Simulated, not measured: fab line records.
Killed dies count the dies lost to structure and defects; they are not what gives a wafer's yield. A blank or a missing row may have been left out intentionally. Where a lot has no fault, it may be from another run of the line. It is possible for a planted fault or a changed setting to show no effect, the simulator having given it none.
Chamber matching	flow n5Finfet	4 sister chambers for N5_BEOL_M0_SAQP_DESCUM_45 on rieDiel-06
The step chemistry O2, time 7 s. 8 wafers are shown with their chamber, then 9 later ones without.

## WAFERS PAIRED WITH THEIR CHAMBERS
wafer	chamber	drypumpMotorCurrentA (A)	showerheadPlenumPTorr (Torr)
L076.5	2	5.0	2.16
L078.6	1	5.9	2.18
L082.1	0	5.3	2.21
L082.3	2	5.0	2.16
L082.4	3	4.9	1.98
L085.1	1	6.0	2.17
L085.3	3	4.9	1.98
L085.4	0	5.3	2.20

## WAFERS WHOSE CHAMBER IS MISSING
wafer	drypumpMotorCurrentA (A)	showerheadPlenumPTorr (Torr)
L089.3	5.3	2.20
L089.4	5.9	2.17
L089.6	5.1	2.15
L092.1	5.0	2.15
L092.4	5.9	2.17
L092.6	5.3	2.20
L097.1	4.9	1.97
L097.4	5.3	2.20
L097.5	5.0	2.15

## THE CHAMBER EACH PASSED THROUGH
wafer	from the rows above	in truth
L089.3	0	0
L089.4	1	1
L089.6	2	2
L092.1	2	2
L092.4	1	1
L092.6	0	0
L097.1	3	3
L097.4	0	0
L097.5	2	2
Placed correctly: 9 of 9. From these rows, 0 cannot be placed. Number placed wrongly: 0.
How it was worked out, from the rows above alone: a wafer's distance from a chamber is the root of the sum, over the readings, of the square of ((its reading less the chamber's mean) divided by the reading's scatter). The wafer belongs to the nearest chamber; if the next one is less than 2 further off, it can't be placed. The mean given for a chamber averages the wafers shown for that chamber. How the scatter is found: for the shown wafers, subtract from each reading the mean of its chamber, square and add these, divide the total by (wafers less chambers), then take the root.
